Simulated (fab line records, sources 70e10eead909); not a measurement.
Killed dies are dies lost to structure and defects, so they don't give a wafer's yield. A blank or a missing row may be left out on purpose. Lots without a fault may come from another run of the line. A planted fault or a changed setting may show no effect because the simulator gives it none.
Tool commonality check | flow nand_harc | 6 lots, 18 wafers sampled

WHY IT WAS OPENED
At NHARC_END_SORT_01 the reading sort_bin_2_pct is flagged on 2 of 6 lots. Wafers without a fault read 1.5 %, standard deviation 0.56.
Rule: a lot is flagged when every wafer of it that has a number lies more than 4 standard deviations from that mean, or none has a number. The other lots count as sound.

lot  | measured     | on        | sort_bin_2_pct (%), wafer by wafer | flag
L556 | day 21 07:39 | prober-01 | 2.2 1.9 2.2                        |
L568 | day 22 22:43 | prober-01 | 97.2 97.0 96.3                     | FLAGGED
L571 | day 23 08:51 | prober-02 | 97.3 97.2 96.2                     | FLAGGED
L575 | day 23 22:02 | prober-02 | 1.5 1.5 1.2                        |
L574 | day 23 22:16 | prober-01 | 1.5 2.5 3.1                        |
L577 | day 24 07:41 | prober-01 | 0.7 1.5 2.4                        |
The numbers of the flagged lots are 96.9 % on average: +95.4 % against the usual, or +99 or more standard deviations.

WHICH TOOL RAN EACH LOT
The record holds 4 process steps before the reading, out of a route of 1159 steps. In each cell: the tool, then ch and the chambers that the sampled wafers went through, then the start.
lot  | flag    | NHARC_A_M1_PRE_CLEAN_32         | NHARC_A_BONDPAD_ETCH_12            | NHARC_A_BONDPAD_PRE_CLEAN_26            | NHARC_A_BONDPAD_ANNEAL_28
L556 |         | pecvd-02 ch 1,2, day 18 12:31   | rie_diel-09 ch 0,1,3, day 18 15:07 | pvd_sputter-02, day 18 16:44 or earlier | rtp_anneal-02 ch 0, day 18 16:44
L568 | FLAGGED | pecvd-01 ch 0,2, day 20 15:08   | rie_diel-09 ch 1,2,3, day 20 17:15 | pvd_sputter-02, day 20 18:50 or earlier | rtp_anneal-02 ch 0, day 20 18:50
L571 | FLAGGED | pecvd-04 ch 0,1,2, day 21 04:27 | rie_diel-09 ch 1,2, day 21 06:34   | pvd_sputter-02, day 21 08:17 or earlier | rtp_anneal-01 ch 0, day 21 08:17
L575 |         | pecvd-02 ch 0,1,2, day 22 04:49 | rie_diel-09 ch 0,2,3, day 22 07:04 | pvd_sputter-02, day 22 08:35 or earlier | rtp_anneal-02 ch 0, day 22 08:35
L574 |         | pecvd-02 ch 0,2, day 22 06:49   | rie_diel-09 ch 1,3, day 22 09:05   | pvd_sputter-03, day 22 10:47 or earlier | rtp_anneal-01 ch 0, day 22 10:47
L577 |         | pecvd-02 ch 0,1, day 22 09:52   | rie_diel-09 ch 0,3, day 22 12:13   | pvd_sputter-03, day 22 13:56 or earlier | rtp_anneal-01 ch 0, day 22 13:56
What these steps do:
- NHARC_A_M1_PRE_CLEAN_32: time 12 s.
- NHARC_A_BONDPAD_ETCH_12: etches the open film in CHF3/O2, target depth 220 nm, time 110 s.
- NHARC_A_BONDPAD_PRE_CLEAN_26: time 30 s.
- NHARC_A_BONDPAD_ANNEAL_28: time 90 s.
- NHARC_END_SORT_01

FLAGGED OVER TOTAL, TOOL BY TOOL (the gauges that took the reading come last)
step                         | tool           | lots run | flagged | share of the flagged lots | sound lots run after its first flagged lot
NHARC_A_M1_PRE_CLEAN_32      | pecvd-01       | 1        | 1       | some                      | 0
NHARC_A_M1_PRE_CLEAN_32      | pecvd-02       | 4        | 0       | none                      | -
NHARC_A_M1_PRE_CLEAN_32      | pecvd-04       | 1        | 1       | some                      | 0
NHARC_A_BONDPAD_ETCH_12      | rie_diel-09    | 6        | 2       | all                       | 3 (L575,L574,L577)
NHARC_A_BONDPAD_PRE_CLEAN_26 | pvd_sputter-02 | 4        | 2       | all                       | 1 (L575)
NHARC_A_BONDPAD_PRE_CLEAN_26 | pvd_sputter-03 | 2        | 0       | none                      | -
NHARC_A_BONDPAD_ANNEAL_28    | rtp_anneal-01  | 3        | 1       | some                      | 2 (L574,L577)
NHARC_A_BONDPAD_ANNEAL_28    | rtp_anneal-02  | 3        | 1       | some                      | 1 (L575)
NHARC_END_SORT_01            | prober-01      | 4        | 1       | some                      | 2 (L574,L577)
NHARC_END_SORT_01            | prober-02      | 2        | 1       | some                      | 1 (L575)
NHARC_A_BONDPAD_PRE_CLEAN_26 gives no start for some lots, so the hours and the order of its lots are those of NHARC_A_BONDPAD_ANNEAL_28.

WHAT THE TABLE ALLOWS
2 rows of the table ran every flagged lot: rie_diel-09 at NHARC_A_BONDPAD_ETCH_12, pvd_sputter-02 at NHARC_A_BONDPAD_PRE_CLEAN_26.
- rie_diel-09 at NHARC_A_BONDPAD_ETCH_12: 2 of its 6 lots flagged. Sound lots ran on it after the first flagged one (L575, L574, L577), which a lasting fault on the whole tool wouldn't allow. On the flagged lots its readings are blank where sound lots have values: bias_w, chamber_pressure_mTorr, drypump_motor_current_A, mfc_ar_sccm and 4 more.
- pvd_sputter-02 at NHARC_A_BONDPAD_PRE_CLEAN_26: 2 of its 4 lots flagged. Sound lots ran on it after the first flagged one (L575), which a lasting fault on the whole tool wouldn't allow.
No row of the table ran every flagged lot and no sound lot after the first.

WHAT THE SIMULATOR HAD PUT IN
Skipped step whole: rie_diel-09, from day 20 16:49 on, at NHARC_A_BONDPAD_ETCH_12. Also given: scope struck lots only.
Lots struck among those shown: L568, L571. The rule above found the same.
